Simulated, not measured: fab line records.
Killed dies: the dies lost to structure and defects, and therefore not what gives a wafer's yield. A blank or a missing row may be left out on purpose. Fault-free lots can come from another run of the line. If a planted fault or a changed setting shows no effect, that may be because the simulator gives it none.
The tool behind it: which one? ; flow n5Finfet ; 26 wafers from 9 lots sampled at 6 of the route's 1938 steps

== WHAT EACH GAUGE READ, for each wafer ==
N5_MOL_CONTACT_COAG_OVL_MEAS_85. Usual: VG_OVL 0.1 nm, standard deviation 0.67.
lot;measured;on;VG_OVL (nm);flag
L627;day 5 00:58;overlay-01;0.0 -0.1 0.4;
L631;day 6 03:16;overlay-01;1.4 0.5 1.0;
L633;day 6 16:53;overlay-02;1.1 0.5 0.7;
L636;day 7 07:11;overlay-02;-0.9 -0.1;
L637;day 7 10:28;overlay-02;-0.1 -0.8 -0.9;
L638;day 7 19:36;overlay-02;-0.3 0.2 -1.0;
L641;day 8 17:29;overlay-01;0.7 1.4 0.0;
L644;day 9 09:16;overlay-02;-0.9 -0.8 -1.0;
L650;day 10 21:51;overlay-01;0.6 0.9 0.4;

N5_MOL_CONTACT_COAG_CD_MEAS_40 targets a cd of 25.1 nm. Usual: 25.09 nm for cdNm, sd 0.25.
lot;measured;on;cdNm (nm);flag
L627;day 5 02:51;cdSem-01;25.01 25.46 25.33;
L631;day 6 04:38;cdSem-01;25.43 25.29 25.47;
L633;day 6 18:06;cdSem-03;25.23 25.62 25.34;
L636;day 7 08:31;cdSem-02;24.67 24.88;
L637;day 7 11:54;cdSem-02;26.39 26.49 26.25;OFF
L638;day 7 20:53;cdSem-02;26.10 26.16 26.36;OFF
L641;day 8 18:53;cdSem-01;26.13 26.13 26.14;OFF
L644;day 9 10:42;cdSem-03;25.13 25.28 24.88;
L650;day 10 23:13;cdSem-01;25.18 25.32 25.21;

N5_BEOL_M4_RC_MEAS_101. Usual: CJ_N 4.36, standard deviation 0.095; DIBL_N 37.0 mV/V, standard deviation 2.3; DIBL_P 37.3 mV/V, standard deviation 2.8; IOFF_N 0.17 nA/um, standard deviation 0.046; IOFF_N_85C 3.3 nA/um, standard deviation 0.74; IOFF_P 0.23 nA/um, standard deviation 0.054; ION_N 675 uA/um, standard deviation 14; ION_P 460 uA/um, standard deviation 9.3; RS_PWELL 3006 ohm/sq, standard deviation 23; SS_N 71.7 mV/dec, standard deviation 0.73; SS_P 73.6 mV/dec, standard deviation 0.95; VT_N 249 mV, standard deviation 3.9; VT_P -250 mV, standard deviation 3.9.
lot;measured;on;CJ_N;DIBL_N (mV/V);DIBL_P (mV/V);IOFF_N (nA/um);IOFF_N_85C (nA/um);IOFF_P (nA/um);ION_N (uA/um);ION_P (uA/um);RS_PWELL (ohm/sq);SS_N (mV/dec);SS_P (mV/dec);VT_N (mV);VT_P (mV);flag
L627;day 7 23:18;prober-02;4.33 4.42 4.34;40.3 37.1 43.8;40.9 35.4 44.8;0.23 0.15 0.36;4.2 3.0 6.2;0.31 0.21 0.42;680 676 712;471 464 478;3025 3016 3011;72.2 71.3 73.7;74.8 73.7 76.2;243 251 240;-246 -251 -243;
L631;day 9 01:54;prober-01;4.38 4.42 4.29;36.7 36.7 36.5;38.7 36.8 38.3;0.17 0.16 0.16;3.2 3.1 3.1;0.26 0.21 0.25;681 671 679;475 459 473;3036 3015 3031;70.8 71.5 71.2;74.1 72.5 73.6;248 251 251;-247 -251 -247;
L633;day 9 08:11;prober-02;4.42 4.45 4.49;35.3 38.5 39.3;36.6 39.5 40.8;0.15 0.22 0.23;2.9 4.0 4.3;0.19 0.25 0.27;670 703 706;458 474 471;3018 2979 3020;71.4 72.1 72.3;73.1 73.8 74.8;253 245 248;-255 -251 -249;
L636;day 10 06:52;prober-02;4.38 4.26;35.7 41.2;35.0 42.4;0.15 0.27;3.0 4.9;0.23 0.37;677 700;468 473;3002 2997;71.5 73.1;73.0 74.4;250 244;-246 -243;
L637;day 10 09:41;prober-01;1.96 1.86 1.85;51.8 50.9 39.9;32.9 32.0 33.9;1.21 0.95 0.26;17.5 14.2 4.8;0.19 0.18 0.20;701 672 682;474 455 466;3207 3168 3183;90.9 90.4 76.1;73.1 72.2 72.5;246 253 251;-248 -250 -250;OFF
L638;day 10 19:25;prober-01;1.88 1.96 1.87;52.8 62.1 50.2;35.9 38.7 36.5;1.20 2.86 0.84;16.2 33.6 12.1;0.19 0.24 0.20;689 700 668;458 461 450;3197 3194 3130;88.2 98.1 84.7;73.9 73.9 72.9;243 242 248;-251 -251 -251;OFF
L641;day 12 16:50;prober-01;4.52 4.43 4.28;34.0 40.2 38.4;32.0 40.6 38.3;0.10 0.21 0.18;2.2 4.0 3.5;0.16 0.31 0.26;656 663 656;456 458 453;3030 3013 3025;70.8 73.1 73.0;72.3 74.7 74.2;256 250 247;-253 -247 -249;
L644;day 12 22:21;prober-02;4.31 4.30 4.43;33.5 36.2 37.3;30.7 35.0 35.0;0.10 0.14 0.16;2.1 2.8 3.0;0.13 0.18 0.18;640 664 666;440 452 448;2989 2990 3000;71.0 71.2 72.1;72.3 73.1 73.3;257 250 250;-258 -254 -253;
L650;day 14 06:08;prober-01;4.47 4.45 4.37;37.3 37.0 33.1;38.5 38.7 34.3;0.16 0.17 0.10;3.2 3.2 2.2;0.18 0.18 0.13;675 675 656;450 449 445;2993 3028 3008;72.0 71.9 70.3;74.2 73.9 72.1;252 251 256;-257 -256 -258;

== WHICH TOOL RAN EACH LOT (tool, then ch and the chambers of the sampled wafers, then the start) ==
lot;N5_MOL_CONTACT_COAG_ALD_27;N5_MOL_CONTACT_COAG_STRIP_96;N5_MOL_CONTACT_COAG_EXPOSE_37
L627;aldSin-04 ch 0,3, day 4 22:02;rieDiel-01 ch 0,1,3, day 5 02:16;euvScanner-02 ch 0, day 5 02:44
L631;aldSin-02 ch 0,1,3, day 6 00:29;rieDiel-03 ch 1,2, day 6 03:55;euvScanner-02 ch 0, day 6 04:29
L633;aldSin-04 ch 1,2,3, day 6 13:25;rieDiel-03 ch 1,2,3, day 6 17:31;euvScanner-01 ch 0, day 6 17:58
L636;aldSin-03 ch 0,1, day 7 04:13;rieDiel-01 ch 1,2, day 7 07:57;euvScanner-02 ch 0, day 7 08:24
L637;aldSin-04 ch 0,1,2, day 7 07:41;rieDiel-05 ch 0,2, day 7 11:19;euvScanner-02 ch 0, day 7 11:46
L638;aldSin-04 ch 1,3, day 7 16:41;rieDiel-05 ch 0,2,3, day 7 20:16;euvScanner-02 ch 0, day 7 20:44
L641;aldSin-04 ch 0,1,3, day 8 14:23;rieDiel-01 ch 0,1,3, day 8 18:10;euvScanner-02 ch 0, day 8 18:44
L644;aldSin-03 ch 0,3, day 9 06:28;rieDiel-01 ch 1,3, day 9 09:59;euvScanner-01 ch 0, day 9 10:34
L650;aldSin-02 ch 1,3, day 10 18:56;rieDiel-01 ch 1,3, day 10 22:30;euvScanner-01 ch 0, day 10 23:05
- N5_MOL_CONTACT_COAG_ALD_27: deposits SiOC, target thk 17 nm, pulse time 1.5 s, time 2720 s.
- N5_MOL_CONTACT_COAG_STRIP_96: strips in N2/H2.
- N5_MOL_CONTACT_COAG_EXPOSE_37: exposes mask VD, defocus 0 nm.

== WHAT THE TOOLS THEMSELVES READ (means of the sampled wafers that have a number; where no wafer has one, the mark that the record gives instead) ==
N5_MOL_CONTACT_COAG_ALD_27. Usual: heaterPowerW 859 W, standard deviation 77; precursorPulseHeightRel 1.001, standard deviation 0.02.
lot;tool;heaterPowerW (W);precursorPulseHeightRel;flag
L627;aldSin-04;947;1.000;
L631;aldSin-02;869;1.003;
L633;aldSin-04;860;1.000;
L636;aldSin-03;864;1.015;
L637;aldSin-04;814;1.004;
L638;aldSin-04;936;1.013;
L641;aldSin-04;891;1.021;
L644;aldSin-03;847;1.009;
L650;aldSin-02;814;1.001;

N5_MOL_CONTACT_COAG_STRIP_96. Usual: drypumpMotorCurrentA 5.6 A, standard deviation 0.5; oesProductAu 0.76 a.u., standard deviation 0.085; powerW 500.1 W, standard deviation 1.5; rfVppV 122.0 V, standard deviation 1.3; showerheadPlenumPTorr 3.36 Torr, standard deviation 0.11; throttleValvePct 18.8 %, standard deviation 0.4.
lot;tool;drypumpMotorCurrentA (A);oesProductAu (a.u.);powerW (W);rfVppV (V);showerheadPlenumPTorr (Torr);throttleValvePct (%);flag
L627;rieDiel-01;5.9;0.71;499.4;122.2;3.43;19.0;
L631;rieDiel-03;5.2;0.84;499.3;121.1;3.29;18.4;
L633;rieDiel-03;5.5;0.79;499.8;121.7;3.28;18.8;
L636;rieDiel-01;5.8;0.84;500.4;121.2;3.52;18.6;
L637;rieDiel-05;5.5;0.70;500.7;122.8;3.29;18.6;
L638;rieDiel-05;5.4;0.71;501.7;121.5;3.35;18.7;
L641;rieDiel-01;5.9;0.78;500.1;122.6;3.41;18.8;
L644;rieDiel-01;5.8;0.77;499.5;122.2;3.40;18.9;
L650;rieDiel-01;5.8;0.76;499.3;122.3;3.39;18.9;

N5_MOL_CONTACT_COAG_EXPOSE_37. Usual: exposureDoseMJCm2 62.8, standard deviation 0.76; reticleTempC 22.96 C, standard deviation 0.11; stageMsdNm 0.821 nm, standard deviation 0.004.
lot;tool;exposureDoseMJCm2;reticleTempC (C);stageMsdNm (nm);flag
L627;euvScanner-02;63.4;22.91;0.822;
L631;euvScanner-02;63.5;22.88;0.826;
L633;euvScanner-01;61.8;22.95;0.818;
L636;euvScanner-02;63.5;23.03;0.827;
L637;euvScanner-02;68.3;22.90;0.827;OFF
L638;euvScanner-02;67.2;22.94;0.823;OFF
L641;euvScanner-02;66.4;22.95;0.821;OFF
L644;euvScanner-01;61.8;22.95;0.817;
L650;euvScanner-01;61.8;23.01;0.817;

== THE ANSWER, worked out from the rows above alone ==
Rule: take the mean of a lot's wafers that have a number; if it is more than 3 standard deviations from the usual mean, the lot is off. Also off: a lot with no number at a reading for which 4 or more lots have one. The other lots that the step has rows for count as sound. After the gauges, taken in route order, come the tools' own readings; for these a lot's mean is taken, as printed above. The first step at which some lot is off is used, and at that step the reading that is off furthest; a lot without a number counts as furthest.
Off at N5_MOL_CONTACT_COAG_CD_MEAS_40 (cdNm): L637, L638, L641.
If a tool, at a process step before that reading, ran all the lots that are off and no sound lot after the first of them, it fits. Not tried: the gauges at N5_MOL_CONTACT_COAG_CD_MEAS_40; whatever is off there is also off at N5_MOL_CONTACT_COAG_EXPOSE_37, on other tools, and gauge error can't account for it. This does not decide it: 2 tools fit, namely aldSin-04 at N5_MOL_CONTACT_COAG_ALD_27 and euvScanner-02 at N5_MOL_CONTACT_COAG_EXPOSE_37.

== WHAT THE SIMULATOR PUT IN ==
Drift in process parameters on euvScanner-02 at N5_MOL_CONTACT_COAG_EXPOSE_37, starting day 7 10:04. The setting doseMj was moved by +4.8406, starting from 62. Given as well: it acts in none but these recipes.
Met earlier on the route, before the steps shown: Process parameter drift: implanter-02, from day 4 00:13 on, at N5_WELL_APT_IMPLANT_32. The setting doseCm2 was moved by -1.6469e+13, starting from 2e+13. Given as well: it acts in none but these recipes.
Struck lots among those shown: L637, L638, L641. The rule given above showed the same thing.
